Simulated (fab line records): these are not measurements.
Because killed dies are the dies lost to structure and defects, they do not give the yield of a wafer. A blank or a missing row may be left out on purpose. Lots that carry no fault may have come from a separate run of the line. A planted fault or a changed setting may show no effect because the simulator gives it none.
fab line records -- flow n5_finfet
record: lots: 7, wafers: 19, last_day: 16
route steps=1938 shown BEOL_M11@1596 BEOL_M12@1602 PASSIVATION@1936
lots that met no fault: from a run of the same line without faults
start_h: hours from the record's first day to the start of the lot's first wafer shown -- wait_h: hours from the lot's prior step to this one -- " as in the row above -- L1.1+2: one row covering several wafers at once -- - no value, or no start was given -- * or withheld: withheld -- < > ~ a bound
route shown NAME@n: a module of which the file shows steps, and the number in the route of the first -- usual: mean and standard deviation over wafers with no fault -- same: alike in all rows -- chamber/n: place in a boat -- sites: per-site readings -- _std_site: their standard deviation -- _edge_site: mean of outer sites minus mean of inner sites -- radius_mm: how far each site lies from the wafer's centre -- mask NAME#n: copy n -- behind: tool/chamber where the wafer was last shaped -- hold: reason for holding the lot/hours on hold/outcome of the hold -- device: which transistor (n, p or np) failed to switch -- end of line: the tests these same wafers got at the end of their route -- where a step has no rows: the recipe by itself -- killed: dies lost to structure and defects at the first sort, not the wafer's yield -- map: dies across one wafer; x = killed, . = not, _ = none there
set.NAME: the run value of the setting; set.NAME@STEP: its run value at that earlier step -- model.NAME: the simulator's own value behind a step, which no gauge read
lots at selected steps of the route; one table per step, one row per wafer
services: a tool's chamber out of use, with start hour (start_h, from the record's first day; less than 0 if before it), hours out, and reason
== steps ==
step: N5_BEOL_M11_CMP_52
recipe: stop_on: SiCOH_lowk, t_overpolish_s: 7, down_force_psi: 1, platen_rpm: 50, clearing_platen_down_force_psi: 1.5, clearing_platen_rpm: 50, post_cmp_clean: cu_alkaline, target_thk_nm: 140, clearing_platen_pad_velocity_m_s: 0.99484, pad_velocity_m_s: 0.99484
usual: barrier_field_endpoint_s: 28.9/0.8, motor_current_A: 5.9/0.54, overpolish_run_s: 6.999/0.0098, platen_rpm: 50.01/0.034, retaining_ring_pressure_frac: 1.000/0.0051, time_to_endpoint_s: 67/3.6
lot.wafer,tool,chamber,start_h,wait_h,barrier_field_endpoint_s,motor_current_A,overpolish_run_s,platen_rpm,retaining_ring_pressure_frac,time_to_endpoint_s
L393.2,cmp-03,3,260.84,0.5,28.6,5.3,6.974,50.03,0.995,67
L393.4,cmp-03,0,260.84,0.5,29.0,7.0,7.011,50.01,1.002,63
L393.6,cmp-03,1,260.84,0.5,30.5,5.6,7.001,50.05,0.991,72
L397.2,cmp-04,2,274.28,0.2,28.7,6.0,7.000,49.99,0.990,65
L397.4,cmp-04,0,274.28,0.2,28.2,5.8,6.998,49.99,0.996,64
L397.6,cmp-04,2,274.28,0.2,28.6,5.7,6.980,50.01,0.992,67
L402.2,cmp-03,1,306.29,0.3,29.4,5.7,6.996,49.99,1.011,71
L402.6,cmp-03,3,306.29,0.3,27.9,5.6,7.012,50.02,1.002,61
L402.5,cmp-03,0,306.29,0.3,27.9,6.9,6.995,50.00,1.002,62
L400.3,cmp-02,1,310.55,0.2,27.9,5.3,6.999,49.99,1.009,59
L400.4,cmp-02,2,310.55,0.2,29.2,6.4,6.990,50.03,1.000,66
L400.2,cmp-02,3,310.55,0.2,27.6,6.3,6.986,49.98,1.002,61
L403.1,cmp-03,3,313.61,0.3,28.2,5.4,6.998,49.99,1.000,63
L403.2,cmp-03,1,313.61,0.3,28.2,5.7,7.010,50.02,0.999,65
L404.3,cmp-04,0,318.03,0.2,29.1,5.9,6.999,49.99,1.004,67
L404.1,cmp-04,1,318.03,0.2,27.6,4.9,7.001,50.02,1.011,62
L410.4,cmp-02,2,348.08,0.1,30.2,6.0,6.995,50.05,0.996,70
L410.3,cmp-02,0,348.08,0.1,29.5,5.9,6.988,50.00,1.004,69
L410.1,cmp-02,1,348.08,0.1,29.8,5.5,7.002,50.02,1.001,68
step: N5_BEOL_M11_THK_MEAS_53
recipe: thk_meas_gauge: xrf, reads: Cu_of_BEOL_M11_ECD_50
usual: M11_THK: 139.9/2.8
lot.wafer,tool,chamber,start_h,wait_h,M11_THK[nm]
L393.2,film_metro-01,-,261.06,-,137.1
L393.4,film_metro-01,-,261.06,-,139.4
L393.6,film_metro-01,-,261.06,-,142.7
L397.2,film_metro-01,-,274.57,-,141.9
L397.4,film_metro-01,-,274.57,-,136.6
L397.6,film_metro-01,-,274.57,-,143.8
L402.2,film_metro-02,-,306.51,-,140.0
L402.5,film_metro-02,-,306.51,-,138.2
L402.6,film_metro-02,-,306.51,-,136.8
L400.2,film_metro-02,-,310.84,-,138.4
L400.3,film_metro-02,-,310.84,-,137.3
L400.4,film_metro-02,-,310.84,-,141.7
L403.1,film_metro-01,-,313.87,-,136.3
L403.2,film_metro-01,-,313.87,-,140.8
L404.1,film_metro-01,-,318.25,-,139.4
L404.3,film_metro-01,-,318.25,-,141.4
L410.1,film_metro-02,-,348.37,-,142.4
L410.3,film_metro-02,-,348.37,-,138.3
L410.4,film_metro-02,-,348.37,-,140.9
step: N5_BEOL_M11_PRE_CLEAN_55
recipe: gas: NH3, time_s: 15, temp_c: withheld, rf_power_w: 300
step: N5_BEOL_M11_DEP_56
recipe: material: SiCN, target_thk_a: 300, temp_c: withheld, precursor: 3MS/NH3, pressure_torr: 3, rf_w: 675, time_s: 10.5
usual: showerhead_plenum_p_Torr: 4.170/0.021, throttle_valve_pct: 18.2/0.99
lot.wafer,tool,chamber,start_h,wait_h,showerhead_plenum_p_Torr,throttle_valve_pct
L393.2,pecvd-02,1,261.12,0.0,4.173,19.1
L393.4,pecvd-02,2,261.12,0.0,4.163,17.9
L393.6,pecvd-02,1,261.12,0.0,4.169,19.2
L397.2,pecvd-01,1,274.63,0.0,4.188,17.9
L397.4,pecvd-01,0,274.63,0.0,4.153,19.3
L397.6,pecvd-01,1,274.63,0.0,4.190,18.0
L402.2,pecvd-01,0,306.57,0.0,4.152,19.2
L402.5,pecvd-01,0,306.57,0.0,4.156,18.8
L402.6,pecvd-01,1,306.57,0.0,4.183,17.7
L400.2,pecvd-03,0,310.90,0.0,4.203,18.9
L400.3,pecvd-03,2,310.90,0.0,4.146,16.7
L400.4,pecvd-03,0,310.90,0.0,4.215,18.9
L403.1,pecvd-02,2,313.95,0.0,4.168,17.7
L403.2,pecvd-02,1,313.95,0.0,4.172,19.3
L404.1,pecvd-01,0,318.31,0.0,4.136,19.0
L404.3,pecvd-01,2,318.31,0.0,4.149,16.7
L410.1,pecvd-02,0,348.44,0.0,4.172,17.6
L410.3,pecvd-02,1,348.44,0.0,4.166,19.7
L410.4,pecvd-02,0,348.44,0.0,4.182,17.9
step: N5_BEOL_M11_RS_MEAS_57
recipe: thk_meas_gauge: four-point-probe, reads: Cu_of_BEOL_M11_ECD_50+Co_of_BEOL_M11_CVD_75+TaN_of_BEOL_M11_ALD_74
usual: M11_RS: 0.151/0.0031
lot.wafer,tool,chamber,start_h,wait_h,M11_RS[ohm/sq]
L393.2,film_metro-01,-,261.18,0.0,0.157
L393.4,film_metro-01,-,261.18,0.0,0.155
L393.6,film_metro-01,-,261.18,0.0,0.150
L397.2,film_metro-02,-,274.70,0.0,0.150
L397.4,film_metro-02,-,274.70,0.0,0.156
L397.6,film_metro-02,-,274.70,0.0,0.148
L402.2,film_metro-01,-,306.64,0.0,0.150
L402.5,film_metro-01,-,306.64,0.0,0.152
L402.6,film_metro-01,-,306.64,0.0,0.154
L400.2,film_metro-02,-,310.97,0.0,0.152
L400.3,film_metro-02,-,310.97,0.0,0.154
L400.4,film_metro-02,-,310.97,0.0,0.148
L403.1,film_metro-02,-,314.03,0.1,0.154
L403.2,film_metro-02,-,314.03,0.1,0.148
L404.1,film_metro-01,-,318.37,0.0,0.153
L404.3,film_metro-01,-,318.37,0.0,0.150
L410.1,film_metro-01,-,348.50,0.0,0.148
L410.3,film_metro-01,-,348.50,0.0,0.152
L410.4,film_metro-01,-,348.50,0.0,0.150
step: N5_BEOL_M11_INSPECT_58
recipe: inspect_instrument: darkfield, mode: post_dep
usual: raw_defect_count: 71/18
lot.wafer,tool,chamber,start_h,wait_h,raw_defect_count
L393.2,defect_inspect-02,-,261.21,0.0,80
L393.4,defect_inspect-02,-,261.21,0.0,73
L393.6,defect_inspect-02,-,261.21,0.0,52
L397.2,defect_inspect-02,-,274.72,0.0,56
L397.4,defect_inspect-02,-,274.72,0.0,108
L397.6,defect_inspect-02,-,274.72,0.0,78
L402.2,defect_inspect-01,-,306.66,0.0,69
L402.5,defect_inspect-01,-,306.66,0.0,55
L402.6,defect_inspect-01,-,306.66,0.0,47
L400.2,defect_inspect-01,-,310.99,0.0,47
L400.3,defect_inspect-01,-,310.99,0.0,77
L400.4,defect_inspect-01,-,310.99,0.0,105
L403.1,defect_inspect-01,-,314.05,0.0,119
L403.2,defect_inspect-01,-,314.05,0.0,60
L404.1,defect_inspect-01,-,318.40,0.0,47
L404.3,defect_inspect-01,-,318.40,0.0,40
L410.1,defect_inspect-01,-,348.52,0.0,60
L410.3,defect_inspect-01,-,348.52,0.0,80
L410.4,defect_inspect-01,-,348.52,0.0,56
step: N5_BEOL_M12_ILD_DEP_00
recipe: material: SiOC, target_thk_a: 6589.2, temp_c: 350, precursor: DEMS/O2, pressure_torr: 5, rf_w: 500, time_s: 130.7
usual: heater_power_w: 481/89, showerhead_plenum_p_Torr: 5.697/0.014, throttle_valve_pct: 11.9/0.61
lot.wafer,tool,chamber,start_h,wait_h,heater_power_w,showerhead_plenum_p_Torr,throttle_valve_pct
L393.2,pecvd-01,2,261.25,0.0,348,5.697,11.1
L393.4,pecvd-01,2,261.25,0.0,390,5.676,11.3
L393.6,pecvd-01,1,261.25,0.0,421,5.707,11.8
L397.2,pecvd-04,2,274.76,0.0,551,5.690,11.5
L397.4,pecvd-04,0,274.76,0.0,398,5.677,12.7
L397.6,pecvd-04,1,274.76,0.0,575,5.707,11.3
L402.2,pecvd-04,0,306.70,0.0,457,5.684,12.9
L402.5,pecvd-04,0,306.70,0.0,365,5.695,12.8
L402.6,pecvd-04,2,306.70,0.0,533,5.702,11.1
L400.2,pecvd-01,1,311.03,0.0,461,5.713,11.9
L400.3,pecvd-01,0,311.03,0.0,393,5.700,12.7
L400.4,pecvd-01,1,311.03,0.0,476,5.711,11.9
L403.1,pecvd-04,1,314.09,0.0,504,5.719,11.6
L403.2,pecvd-04,2,314.09,0.0,483,5.692,11.3
L404.1,pecvd-02,1,318.44,0.0,413,5.710,12.8
L404.3,pecvd-02,0,318.44,0.0,712,5.714,11.8
L410.1,pecvd-04,0,348.56,0.0,420,5.689,12.8
L410.3,pecvd-04,1,348.56,0.0,575,5.721,11.3
L410.4,pecvd-04,1,348.56,0.0,453,5.713,11.7
step: N5_BEOL_M12_THK_MEAS_01
recipe: reads: SiOC_of_BEOL_M12_ILD_DEP_00
usual: M12_ILD_THK: 661/8.5
lot.wafer,tool,chamber,start_h,wait_h,M12_ILD_THK[nm]
L393.2,film_metro-02,-,261.38,0.1,658
L393.4,film_metro-02,-,261.38,0.1,675
L393.6,film_metro-02,-,261.38,0.1,660
L397.2,film_metro-01,-,274.89,0.1,665
L397.4,film_metro-01,-,274.89,0.1,669
L397.6,film_metro-01,-,274.89,0.1,673
L402.2,film_metro-01,-,306.83,0.1,652
L402.5,film_metro-01,-,306.83,0.1,665
L402.6,film_metro-01,-,306.83,0.1,672
L400.2,film_metro-01,-,311.21,0.1,653
L400.3,film_metro-01,-,311.21,0.1,673
L400.4,film_metro-01,-,311.21,0.1,661
L403.1,film_metro-02,-,314.22,0.1,661
L403.2,film_metro-02,-,314.22,0.1,654
L404.1,film_metro-01,-,318.57,0.1,653
L404.3,film_metro-01,-,318.57,0.1,656
L410.1,film_metro-02,-,348.69,0.1,652
L410.3,film_metro-02,-,348.69,0.1,655
L410.4,film_metro-02,-,348.69,0.1,669
step: N5_BEOL_M12_COAT_58
recipe: resist: BARC, temp_c: 205, time_s: 60, spin_rpm: 1500, resist_thk_nm: 89
step: N5_BEOL_M12_COAT_04
recipe: spin_rpm: 1625, resist_thk_nm: 400
step: N5_BEOL_M12_EBR_06
recipe: solvent: PGMEA, ebr_width_mm: 1.5
step: N5_BEOL_M12_SOFTBAKE_05
recipe: temp_c: 130, time_s: 60
step: N5_BEOL_M12_EXPOSE_07
recipe: mask_id: V11, na: 0.93, source_shape: conventional, sigma_outer: 0.6, polarization: unpolarized, attpsm_phase_deg: 180, dose_mj: 32.5
lot.wafer,tool,chamber,start_h,wait_h,mask
L393.2+4+6,krf_scanner-02,0,261.64,-,V11#0
L397.2+4+6,krf_scanner-01,0,275.03,-,V11#0
L402.2+5+6,krf_scanner-01,0,307.09,-,V11#0
L400.2+3+4,krf_scanner-02,0,311.47,-,V11#0
L403.1+2,krf_scanner-02,0,314.35,-,V11#0
L404.1+3,krf_scanner-02,0,318.70,-,V11#0
L410.1+3+4,krf_scanner-01,0,354.75,-,V11#0
step: N5_BEOL_M12_PEB_08
recipe: peb_temp_c: 130, peb_time_s: 90
step: N5_BEOL_M12_DEVELOP_09
recipe: develop_time_s: 45, rinse_liquid: diw, dry: air_spin, dev_temp_c: 21
step: N5_BEOL_M12_HARDBAKE_14
recipe: temp_c: 130, time_s: 120
step: N5_BEOL_M12_CD_MEAS_10
recipe: target_cd_nm: 140, landing_energy_ev: 500, detector: se_inlens, polarity: opening
usual: cd_nm: 140.7/1.9
lot.wafer,tool,chamber,start_h,wait_h,cd_nm
L393.2,cd_sem-02,0,261.81,-,140.5
L393.4,cd_sem-02,0,261.81,-,141.7
L393.6,cd_sem-02,0,261.81,-,142.7
L397.2,cd_sem-03,0,275.20,-,139.2
L397.4,cd_sem-03,0,275.20,-,141.2
L397.6,cd_sem-03,0,275.20,-,140.5
L402.2,cd_sem-02,0,307.26,-,141.0
L402.5,cd_sem-02,0,307.26,-,143.7
L402.6,cd_sem-02,0,307.26,-,142.0
L400.2,cd_sem-02,0,311.64,-,125.5
L400.3,cd_sem-02,0,311.64,-,129.5
L400.4,cd_sem-02,0,311.64,-,141.8
L403.1,cd_sem-02,0,314.52,-,143.7
L403.2,cd_sem-02,0,314.52,-,127.4
L404.1,cd_sem-02,0,318.87,-,138.3
L404.3,cd_sem-02,0,318.87,-,124.8
L410.1,cd_sem-03,0,354.93,-,139.6
L410.3,cd_sem-03,0,354.93,-,136.3
L410.4,cd_sem-03,0,354.93,-,141.0
step: N5_BEOL_M12_OVL_MEAS_11
recipe: points_per_wafer: 44
usual: V11_OVL: 2/5.9
lot.wafer,tool,chamber,start_h,wait_h,V11_OVL[nm]
L393.2,overlay-02,0,261.84,0.0,12
L393.4,overlay-02,0,261.84,0.0,3
L393.6,overlay-02,0,261.84,0.0,4
L397.2,overlay-01,0,275.23,0.0,3
L397.4,overlay-01,0,275.23,0.0,4
L397.6,overlay-01,0,275.23,0.0,4
L402.2,overlay-02,0,307.29,0.0,3
L402.5,overlay-02,0,307.29,0.0,10
L402.6,overlay-02,0,307.29,0.0,1
L400.2,overlay-01,0,311.67,0.0,-9
L400.3,overlay-01,0,311.67,0.0,-11
L400.4,overlay-01,0,311.67,0.0,-10
L403.1,overlay-01,0,314.55,0.0,0
L403.2,overlay-01,0,314.55,0.0,-2
L404.1,overlay-01,0,318.90,0.0,-4
L404.3,overlay-01,0,318.90,0.0,3
L410.1,overlay-01,0,354.96,0.0,8
L410.3,overlay-01,0,354.96,0.0,7
L410.4,overlay-01,0,354.96,0.0,7
step: N5_PASSIVATION_PROBE_49
usual: defect_limited_yield: 91.3/1.5, killed_at_M0_to_M3: 33/12, killed_at_M4_up: 13/5.2, killed_at_contacts: 13/6.7, killed_at_front_end: 40/11, killed_at_other: 4.1/2.7, killed_dies: 103/17, killed_open: 69/13, killed_short: 33/8.4, sort_bin_5_function: 5.1/1, sort_bin_6_memory: 3.2/0.62, sort_n_pass: 1077/17, sort_yield_pct: 91.3/1.5
same: gross_dies: 1180, killed_at_back_side: 0, sort_bin_4_leakage[%]: 0, sort_bin_8_speed[%]: 0
lot.wafer,tool,chamber,start_h,wait_h,defect_limited_yield[%],killed_at_M0_to_M3,killed_at_M4_up,killed_at_contacts,killed_at_front_end,killed_at_other,killed_dies,killed_open,killed_short,sort_bin_5_function[%],sort_bin_6_memory[%],sort_n_pass,sort_yield_pct[%]
L404.3,prober-02,-,363.80,0.1,91.9,22,17,10,45,1,95,74,19,4.8,3.2,1085,91.9
L400.2,prober-01,-,364.52,0.1,90.2,18,29,24,40,5,116,83,29,5.7,3.8,1064,90.2
killed by level:class
L404.3 STI_FIN_REVEAL:geometric_particle:open=21 MOL_CONTACT_COAG:geometric_particle:open=8 BEOL_M3:geometric_particle:open=7 BEOL_M4:geometric_particle:open=7 FIN_SAQP:geometric_particle:open=6 BEOL_M2:geometric_particle:open=5 BEOL_M0_SAQP:geometric_particle:open=4 FIN_SAQP:geometric_particle:short=3
L400.2 MOL_CONTACT_COAG:geometric_particle:open=22 FIN_SAQP:geometric_particle:short=12 BEOL_M4:geometric_particle:open=12 STI_FIN_REVEAL:geometric_particle:open=9 FIN_SAQP:geometric_particle:open=7 BEOL_M1:geometric_particle:open=6 BEOL_M3:geometric_particle:open=5 BEOL_M6:geometric_particle:open=5
== services ==
tool,chamber,start_h,hours,kind
cmp-03,-,237.81,4.0,pm
krf_scanner-01,-,238.14,4.0,pm
pecvd-04,1,239.86,2.1,scheduled_down
krf_scanner-02,-,244.30,1.0,pm
pecvd-01,2,247.92,5.4,repair
pecvd-02,2,249.49,2.1,scheduled_down
pecvd-04,0,258.81,5.5,scheduled_down
cmp-03,-,265.33,1.6,repair
krf_scanner-02,0,265.37,-,calibration
krf_scanner-02,-,273.11,1.3,pm
pecvd-03,0,275.91,7.4,repair
pecvd-01,0,278.24,12.8,repair
pecvd-04,-,278.25,1.6,repair
krf_scanner-01,-,282.13,1.0,pm
krf_scanner-01,-,299.88,2.2,repair
pecvd-03,1,301.75,6.2,repair
cmp-03,-,306.77,5.1,pm
pecvd-02,-,308.21,5.5,pm
pecvd-01,2,308.71,5.5,scheduled_down
cmp-02,-,313.69,4.0,pm
cmp-02,-,320.54,0.4,repair
krf_scanner-02,-,323.54,0.8,pm
krf_scanner-02,-,326.94,36.0,pm
krf_scanner-01,-,345.47,9.0,repair
== key ==
first_sign: step: N5_BEOL_M12_CD_MEAS_10, reading: cd_nm, direction: down, sigmas: 7.3, usual: 140.7, struck: 126.8
effect none on later readings
met_at N5_BEOL_M12_EXPOSE_07
struck_wafers L400.2,L400.3,L403.2,L404.3
onset_between 261.64 311.47
fault: kind: process_parameter_drift, tool: krf_scanner-02, chamber: -, onset_h: 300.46, steps: N5_BEOL_M12_EXPOSE_07, channel: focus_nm, offset: 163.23, shape: step, end_h: 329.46, scope: struck_wafers_only
